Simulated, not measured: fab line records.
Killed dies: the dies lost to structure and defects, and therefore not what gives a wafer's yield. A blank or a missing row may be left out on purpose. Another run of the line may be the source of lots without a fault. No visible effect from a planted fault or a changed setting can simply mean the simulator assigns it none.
fab line records ; flow nandHarc
record: lots: 6; wafers: 17; lastDay: 34
route steps=1302 shown A_CHANNEL_HOLE_D2@602 A_CHANNEL_FILL_D2@610 END@1302
lots with no fault: from the same line, run without faults
startH: hours from the record's opening day to when the first of the lot's shown wafers began ; waitH: how many hours have passed since the lot's step before this one ; " same as the row above ; L1.1+2: one row covering several wafers at once ; - no value present, or no start provided ; * or withheld: withheld ; < > ~ a bound
route shown NAME@n: names a module that has steps shown in the file, with the first one's number in the route ; usual: mean/standard deviation of fault-free wafers ; same: alike in all rows ; chamber/n: place in a boat ; sites: each site's reading ; _std_site: the standard deviation of these ; _edge_site: outer sites' mean less inner sites' ; radiusMm: how far each site lies from the wafer's centre ; mask NAME#n: copy n ; behind: the most recent tool/chamber to have shaped the wafer ; hold: why the lot went on hold/how many hours it stayed there/how the hold came to an end ; device: the n, p or np transistor that did not switch ; end of line: tests of these same wafers at the route's end ; a step without rows: its recipe alone ; killed: dies that structure and defects cost at the first sort, which is not the same as the wafer's yield ; map: shows each die of a wafer: x if killed, . if not, _ if none is there
set.NAME: setting as actually run; set.NAME@STEP: the setting as run at that earlier step ; model.NAME: the simulator's own value behind a step, which no gauge read
a table for each step, a row for each wafer; lots at some steps of the route
services: when a tool's chamber went out of use (startH, in hours from the record's first day, below 0 if earlier), for how many hours, and the reason
== steps ==
step: NHARC_A_CHANNEL_HOLE_D2_STRIP_43
recipe: o2FlowSccm: 400; cosFlowSccm: 20; arFlowSccm: 0; biasW: 0; chemistry: O2/COS
step: NHARC_A_CHANNEL_HOLE_D2_ETCH_44
recipe: targetDepthA: 1400; overetchA: 140; timeS: 77; ionEnergyEv: 100; cf4FlowSccm: 80; o2FlowSccm: 20; arFlowSccm: 0; rfW: 300; biasW: 100; chemistry: CF4/O2
usual: drypumpMotorCurrentA: 5.4/0.39; o2FlowSccm: 20.00/0.059; oes_ar_750_au: 0.999/0.0046; oesProductAu: 1.000/0.012; rfVppV: 198.1/1.1; showerheadPlenumPTorr: 1.35/0.035; throttleValvePct: 13.398/0.0093
same: timeS: 77
lot.wafer;tool;chamber;startH;waitH;drypumpMotorCurrentA;o2FlowSccm;oes_ar_750_au;oesProductAu;rfHoursCounterH;rfVppV;showerheadPlenumPTorr;throttleValvePct
L635.4;rieDiel-12;0;312.95;0.1;5.3;20.10;0.990;0.974;2.0;198.0;1.38;13.403
L635.1;rieDiel-12;1;312.95;0.1;6.0;19.98;1.005;0.990;1.9;197.8;1.34;13.401
L635.6;rieDiel-12;0;312.95;0.1;5.3;20.02;0.993;0.979;-;198.7;1.38;13.398
L640.2;rieDiel-01;3;366.30;0.1;5.6;20.04;0.999;1.010;6.6;196.5;1.32;13.393
L640.1;rieDiel-01;0;366.30;0.1;5.0;20.07;1.005;1.016;6.5;198.1;1.37;13.401
L640.5;rieDiel-01;3;366.30;0.1;5.6;19.98;1.003;0.998;-;198.8;1.32;13.399
L652.4;rieDiel-01;0;477.98;0.1;5.0;20.03;1.003;1.004;5.2;198.2;1.37;13.412
L652.5;rieDiel-01;3;477.98;0.1;5.6;19.93;0.998;1.008;-;196.7;1.32;13.403
L653.1;rieDiel-01;0;489.03;0.1;5.0;19.96;0.998;1.006;5.4;198.8;1.37;13.408
L653.6;rieDiel-01;3;489.03;0.1;5.6;19.99;0.998;1.012;-;197.4;1.32;13.396
L653.5;rieDiel-01;0;489.03;0.1;5.0;19.96;0.993;0.998;-;198.4;1.37;13.379
L656.2;rieDiel-12;2;525.95;0.1;4.9;20.06;1.002;1.004;3.2;197.1;1.35;13.405
L656.5;rieDiel-12;1;525.95;0.1;6.0;19.95;0.998;0.987;-;197.6;1.33;13.390
L656.6;rieDiel-12;2;525.95;0.1;4.9;20.08;1.004;1.003;-;199.1;1.36;13.411
L657.3;rieDiel-12;2;543.27;0.1;4.9;19.95;1.004;0.985;4.3;199.1;1.36;13.391
L657.1;rieDiel-12;0;543.27;0.1;5.3;20.03;1.006;0.980;3.9;199.5;1.37;13.394
L657.4;rieDiel-12;2;543.27;0.1;4.9;19.87;0.992;0.990;-;196.1;1.35;13.387
step: NHARC_A_CHANNEL_HOLE_D2_STRIP_28
recipe: o2FlowSccm: 500; arFlowSccm: 0; biasW: 0; chemistry: O2
usual: drypumpMotorCurrentA: 5.4/0.39; o2FlowSccm: 499.9/1.4; oesProductAu: 1.002/0.012; rfVppV: 57.9/0.88; showerheadPlenumPTorr: 3.57/0.094; throttleValvePct: 17.037/0.009
lot.wafer;tool;chamber;startH;waitH;drypumpMotorCurrentA;o2FlowSccm;oesProductAu;rfHoursCounterH;rfVppV;showerheadPlenumPTorr;throttleValvePct
L635.1;rieDiel-12;2;-;-;4.9;500.2;0.991;1.8;57.4;3.59;17.018
L635.4;rieDiel-12;0;-;-;5.3;501.3;0.974;2.0;56.8;3.63;17.023
L635.6;rieDiel-12;2;-;-;4.9;498.5;0.989;-;58.5;3.58;17.037
L640.1;rieDiel-01;2;-;-;5.9;500.5;1.001;7.1;58.2;3.68;17.028
L640.2;rieDiel-01;1;-;-;5.3;498.2;1.015;6.9;59.0;3.48;17.043
L640.5;rieDiel-01;2;-;-;5.8;499.8;1.003;-;59.9;3.68;17.042
L652.4;rieDiel-01;2;-;-;5.9;499.0;0.994;4.6;57.6;3.68;17.031
L652.5;rieDiel-01;1;-;-;5.3;499.6;1.017;-;58.6;3.48;17.046
L653.1;rieDiel-01;0;-;-;5.0;501.0;1.014;5.5;58.8;3.61;17.030
L653.6;rieDiel-01;2;-;-;5.9;501.2;0.991;-;60.0;3.68;17.042
L653.5;rieDiel-01;3;-;-;5.6;498.8;1.015;-;57.5;3.49;17.028
L656.2;rieDiel-12;2;-;-;4.9;501.1;1.005;3.2;57.2;3.58;17.037
L656.5;rieDiel-12;1;-;-;6.0;500.7;0.987;-;58.1;3.53;17.043
L656.6;rieDiel-12;2;-;-;4.9;498.9;1.007;-;57.9;3.58;17.027
L657.1;rieDiel-12;2;-;-;4.9;499.7;1.002;4.3;56.9;3.58;17.036
L657.3;rieDiel-12;3;-;-;5.1;501.5;1.006;4.3;57.8;3.61;17.037
L657.4;rieDiel-12;2;-;-;4.9;499.8;1.007;-;58.2;3.58;17.032
step: NHARC_A_CHANNEL_HOLE_D2_PRECLEAN_29
recipe: timeS: *; tempC: 50; bathAgeMin: 0; chemistry: SC1
step: NHARC_A_CHANNEL_HOLE_D2_SRD_30
step: NHARC_A_CHANNEL_HOLE_D2_CD_MEAS_31
usual: cdNm: 90.0/1.2
lot.wafer;tool;chamber;startH;waitH;cdNm
L635.1;cdSem-01;-;313.73;-;88.9
L635.4;cdSem-01;-;313.73;-;91.4
L635.6;cdSem-01;-;313.73;-;91.3
L640.1;cdSem-01;-;367.11;-;89.5
L640.2;cdSem-01;-;367.11;-;90.4
L640.5;cdSem-01;-;367.11;-;90.8
L652.4;cdSem-03;-;478.78;-;89.5
L652.5;cdSem-03;-;478.78;-;90.6
L653.1;cdSem-03;-;489.82;-;89.4
L653.5;cdSem-03;-;489.82;-;89.5
L653.6;cdSem-03;-;489.82;-;90.8
L656.2;cdSem-03;-;526.74;-;87.2
L656.5;cdSem-03;-;526.74;-;87.0
L656.6;cdSem-03;-;526.74;-;89.0
L657.1;cdSem-01;-;544.19;-;91.8
L657.3;cdSem-01;-;544.19;-;87.8
L657.4;cdSem-01;-;544.19;-;89.5
step: NHARC_A_CHANNEL_HOLE_D2_XSEM_32
recipe: landingEnergyEv: 35000
usual: botCdNm: 74.4/1.5; bowNm: 8.63/0.24; tiltDeg: 0.07/0.044
lot.wafer;tool;chamber;startH;waitH;botCdNm;bowNm;tiltDeg
L635.1;xsem-02;0;313.82;0.1;73.7;8.39;0.06
L635.4;xsem-02;0;313.82;0.1;75.9;8.40;0.06
L635.6;xsem-02;0;313.82;0.1;75.4;8.33;0.06
L640.1;xsem-02;0;367.20;0.1;74.9;8.47;0.06
L640.2;xsem-02;0;367.20;0.1;75.9;8.47;0.06
L640.5;xsem-02;0;367.20;0.1;75.8;8.56;0.06
L652.4;xsem-02;0;478.87;0.1;75.6;8.37;0.13
L652.5;xsem-02;0;478.87;0.1;75.7;8.37;0.13
L653.1;xsem-02;0;489.91;0.1;73.8;8.71;0.06
L653.5;xsem-02;0;489.91;0.1;74.1;8.72;0.06
L653.6;xsem-02;0;489.91;0.1;75.4;8.65;0.06
L656.2;xsem-02;0;526.83;0.1;70.4;8.58;0.02
L656.5;xsem-02;0;526.83;0.1;70.8;8.57;0.03
L656.6;xsem-02;0;526.83;0.1;72.1;8.49;0.02
L657.1;xsem-01;0;544.27;0.1;76.3;8.67;0.08
L657.3;xsem-01;0;544.27;0.1;73.5;8.68;0.08
L657.4;xsem-01;0;544.27;0.1;74.6;8.71;0.08
step: NHARC_A_CHANNEL_HOLE_D2_INSPECT_40
usual: rawDefectCount: 290/94
lot.wafer;tool;chamber;startH;waitH;rawDefectCount
L635.1;defectInspect-02;-;313.92;-;428
L635.4;defectInspect-02;-;313.92;-;307
L635.6;defectInspect-02;-;313.92;-;283
L640.1;defectInspect-02;-;367.30;-;331
L640.2;defectInspect-02;-;367.30;-;419
L640.5;defectInspect-02;-;367.30;-;518
L652.4;defectInspect-01;-;478.96;-;367
L652.5;defectInspect-01;-;478.96;-;220
L653.1;defectInspect-01;-;490.01;-;234
L653.5;defectInspect-01;-;490.01;-;323
L653.6;defectInspect-01;-;490.01;-;247
L656.2;defectInspect-02;-;526.92;-;460
L656.5;defectInspect-02;-;526.92;-;371
L656.6;defectInspect-02;-;526.92;-;418
L657.1;defectInspect-02;-;544.37;-;374
L657.3;defectInspect-02;-;544.37;-;330
L657.4;defectInspect-02;-;544.37;-;264
step: NHARC_A_CHANNEL_FILL_D2_PRECLEAN_00
recipe: timeS: *; tempC: 50; bathAgeMin: 0; chemistry: SC1
step: NHARC_A_CHANNEL_FILL_D2_SRD_01
step: NHARC_A_CHANNEL_FILL_D2_ALD_02
recipe: targetThkA: 60; pulseTimeS: 10; aldCycles: 60; tempC: 300; material: SiO2
step: NHARC_A_CHANNEL_FILL_D2_ALD_03
recipe: targetThkA: 60; pulseTimeS: 60; aldCycles: 58; tempC: 630; pressureTorr: 2; material: SiNx
usual: aldCycles: 58/0; chamberPressureTorr: 2.000/0.0047; precursorPulseHeightRel: 1.003/0.02; susceptorTempC: 630.05/0.27
same: pulseTimeS: 60
lot.wafer;tool;chamber;startH;waitH;aldCycles;chamberPressureTorr;precursorPulseHeightRel;susceptorTempC
L635.1;aldSinBatch-01;0;-;-;58;2.001;1.018;-
L635.4;aldSinBatch-01;0;-;-;58;2.002;1.015;-
L635.6;aldSinBatch-01;0;-;-;58;1.999;1.006;-
L640.1;aldSinBatch-01;0;-;-;58;2.015;0.992;629.88
L640.2;aldSinBatch-01;0;-;-;58;2.012;0.971;629.56
L640.5;aldSinBatch-01;0;-;-;58;2.009;1.032;629.46
L652.4;aldSinBatch-01;0;-;-;58;2.000;1.002;-
L652.5;aldSinBatch-01;0;-;-;58;2.000;1.044;-
L653.1;aldSinBatch-01;0;-;-;58;1.999;1.022;630.15
L653.5;aldSinBatch-01;0;-;-;58;2.003;0.987;630.15
L653.6;aldSinBatch-01;0;-;-;58;1.999;1.026;629.98
L656.2;aldSinBatch-02;0;-;-;58;2.000;1.016;630.12
L656.5;aldSinBatch-02;0;-;-;58;1.998;1.027;630.44
L656.6;aldSinBatch-02;0;-;-;58;2.000;0.993;630.54
L657.1;aldSinBatch-03;0;-;-;58;2.001;1.036;-
L657.3;aldSinBatch-03;0;-;-;58;2.001;1.027;-
L657.4;aldSinBatch-03;0;-;-;58;1.996;0.983;-
step: NHARC_A_CHANNEL_FILL_D2_ALD_14
recipe: targetThkA: 25; pulseTimeS: 10; aldCycles: 25; tempC: 300; material: SiO2
usual: aldCycles: 25/0; heaterPowerOuterW: 236/29; heaterPowerW: 423/42; precursorPulseHeightRel: 0.999/0.022; susceptorTempC: 299.97/0.17
same: pulseTimeS: 10
lot.wafer;tool;chamber;startH;waitH;aldCycles;heaterPowerOuterW;heaterPowerW;precursorPulseHeightRel;susceptorTempC
L635.1;aldHk-01;1;321.07;0.0;25;233;393;1.001;299.93
L635.4;aldHk-01;0;321.07;0.0;25;229;412;1.000;299.74
L635.6;aldHk-01;2;321.07;0.0;25;250;449;1.023;299.90
L640.2;aldHk-03;0;374.56;0.1;25;238;432;1.000;299.64
L640.1;aldHk-03;1;374.56;0.1;25;199;368;0.980;299.99
L640.5;aldHk-03;0;374.56;0.1;25;225;442;1.005;299.93
L652.4;aldHk-03;0;485.30;0.0;25;242;431;0.988;300.01
L652.5;aldHk-03;1;485.30;0.0;28;194;362;1.032;300.24
L653.1;aldHk-03;0;499.56;1.9;28;242;445;1.000;300.16
L653.6;aldHk-03;0;499.56;1.9;25;238;428;0.999;299.91
L653.5;aldHk-03;1;499.56;1.9;28;192;363;0.959;299.65
L656.2;aldHk-01;3;535.40;0.1;25;249;425;0.994;300.01
L656.6;aldHk-01;2;535.40;0.1;25;247;449;1.058;299.86
L656.5;aldHk-01;3;535.40;0.1;25;249;430;0.982;300.04
L657.1;aldHk-02;2;551.57;0.1;25;223;407;1.016;299.93
L657.3;aldHk-02;3;551.57;0.1;25;266;492;1.026;300.03
L657.4;aldHk-02;0;551.57;0.1;25;205;417;0.969;299.94
step: NHARC_A_CHANNEL_FILL_D2_ALD_15
recipe: targetThkA: 20; pulseTimeS: 60; aldCycles: 19; tempC: 630; pressureTorr: 2; material: SiNx
usual: aldCycles: 19/0; chamberPressureTorr: 2.000/0.004; precursorPulseHeightRel: 0.998/0.02; susceptorTempC: 629.93/0.29
same: pulseTimeS: 60
lot.wafer;tool;chamber;startH;waitH;aldCycles;chamberPressureTorr;precursorPulseHeightRel;susceptorTempC
L635.1;aldSinBatch-03;0;-;-;19;2.003;0.983;629.98
L635.4;aldSinBatch-03;0;-;-;19;2.006;0.987;629.95
L635.6;aldSinBatch-03;0;-;-;19;2.001;1.044;629.83
L640.1;aldSinBatch-02;0;-;-;19;1.999;1.025;-
L640.2;aldSinBatch-02;0;-;-;19;2.001;0.979;-
L640.5;aldSinBatch-02;0;-;-;19;1.997;0.987;-
L652.4;aldSinBatch-01;0;-;-;19;2.001;0.983;630.04
L652.5;aldSinBatch-01;0;-;-;19;2.001;1.010;630.41
L653.1;aldSinBatch-01;0;-;-;19;1.999;0.984;-
L653.5;aldSinBatch-01;0;-;-;19;1.991;0.994;-
L653.6;aldSinBatch-01;0;-;-;19;2.000;0.971;-
L656.2;aldSinBatch-01;0;-;-;19;1.995;1.009;629.77
L656.5;aldSinBatch-01;0;-;-;19;1.997;1.049;629.59
L656.6;aldSinBatch-01;0;-;-;19;1.996;0.994;629.61
L657.1;aldSinBatch-01;0;-;-;19;2.001;1.037;630.42
L657.3;aldSinBatch-01;0;-;-;19;1.992;0.996;630.20
L657.4;aldSinBatch-01;0;-;-;19;2.005;1.002;630.57
step: NHARC_END_SORT_01
recipe: tempC: 25
usual: killedAtArray: 52/17; killedAtOther: 0.9/1.2; killedAtPeriphery: 3.9/2.7; killedDies: 57/16; killedOpen: 3.3/1.9; killedShort: 2.5/1.5
same: grossDies: 677
lot.wafer;tool;chamber;startH;waitH;killedAtArray;killedAtOther;killedAtPeriphery;killedDies;killedOpen;killedShort
L653.1;prober-01;0;764.45;2.5;63;2;6;71;6;3
L653.5;prober-01;0;767.61;3.7;85;1;8;94;1;3
L653.6;prober-01;0;768.40;3.9;62;0;5;67;3;0
killed by level:class
L653.1 A_CHANNEL_HOLE_D1:chamberFilmFlake=28 A_SLIT:chamberFilmFlake=12 A_CHANNEL_HOLE_D2:chamberFilmFlake=7 A_CONTACT:chamberFilmFlake=7 P_STI:chamberFilmFlake=3 A_M0:geometricParticle:open=2 THIN_TSV:chamberFilmFlake=2 P_M0:geometricParticle:short=1
L653.5 A_CHANNEL_HOLE_D1:chamberFilmFlake=40 A_CHANNEL_HOLE_D2:chamberFilmFlake=21 A_SLIT:chamberFilmFlake=13 A_CONTACT:chamberFilmFlake=7 P_STI:chamberFilmFlake=3 A_WL_FILL:geometricParticle:short=2 P_GATE:chamberFilmFlake=2 P_M2:chamberFilmFlake=2
L653.6 A_CHANNEL_HOLE_D1:chamberFilmFlake=33 A_SLIT:chamberFilmFlake=11 A_CHANNEL_HOLE_D2:chamberFilmFlake=7 A_CONTACT:chamberFilmFlake=7 P_M2:chamberFilmFlake=2 A_WL_FILL:chamberFilmFlake=2 P_CONTACT:geometricParticle:open=1 P_M0:geometricParticle:open=1
== services ==
tool;chamber;startH;hours;kind
rieDiel-12;0;301.90;-;clean
rieDiel-12;1;301.90;-;clean
rieDiel-12;2;301.90;-;clean
rieDiel-12;2;331.56;6.1;repair
aldHk-01;-;331.98;1.9;repair
rieDiel-01;3;369.34;6.2;repair
rieDiel-01;2;373.44;12.8;repair
xsem-01;-;374.00;14.0;pm
rieDiel-01;-;380.81;9.0;pm
aldHk-03;-;390.07;10.0;pm
rieDiel-12;1;403.12;3.2;repair
rieDiel-12;-;445.40;9.0;pm
rieDiel-01;1;452.82;4.4;repair
rieDiel-12;0;462.54;1.9;repair
aldHk-01;-;475.29;10.0;pm
rieDiel-01;2;483.53;3.5;repair
aldSinBatch-03;-;498.33;40.1;repair
aldSinBatch-01;-;506.00;26.0;pm
rieDiel-12;3;507.01;6.8;repair
aldSinBatch-02;-;507.15;21.0;repair
aldHk-02;-;527.58;10.0;pm
rieDiel-12;1;534.77;12.9;repair
aldHk-03;-;540.34;2.7;repair
aldSinBatch-02;-;547.07;2.9;repair
== key ==
firstSign: step: NHARC_A_CHANNEL_FILL_D2_ALD_14; reading: aldCycles; direction: up; sigmas: 99+; usual: 25; struck: 28
effect none on later readings
metAt NHARC_A_CHANNEL_FILL_D2_ALD_14
struckWafers L652.5,L653.1,L653.5
testerLeftOut L652,L653
onsetBetween 374.56 485.30
fault: kind: processParameterDrift; tool: aldHk-03; chamber: -; onsetH: 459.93; steps: NHARC_A_CHANNEL_FILL_D2_ALD_14; channel: aldCycles; offset: 3; shape: step; endH: 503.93; scope: struckWafersOnly; actsIn: theseRecipesOnly; stated: 25
testerLeftOut: of these lots the tester's yield and bins aren't shown, on N5 and GAA mostly nor the transistor test; their killed dies are dies lost to structure and defects alone, not to doping, threshold or leakage, so they don't give the yield
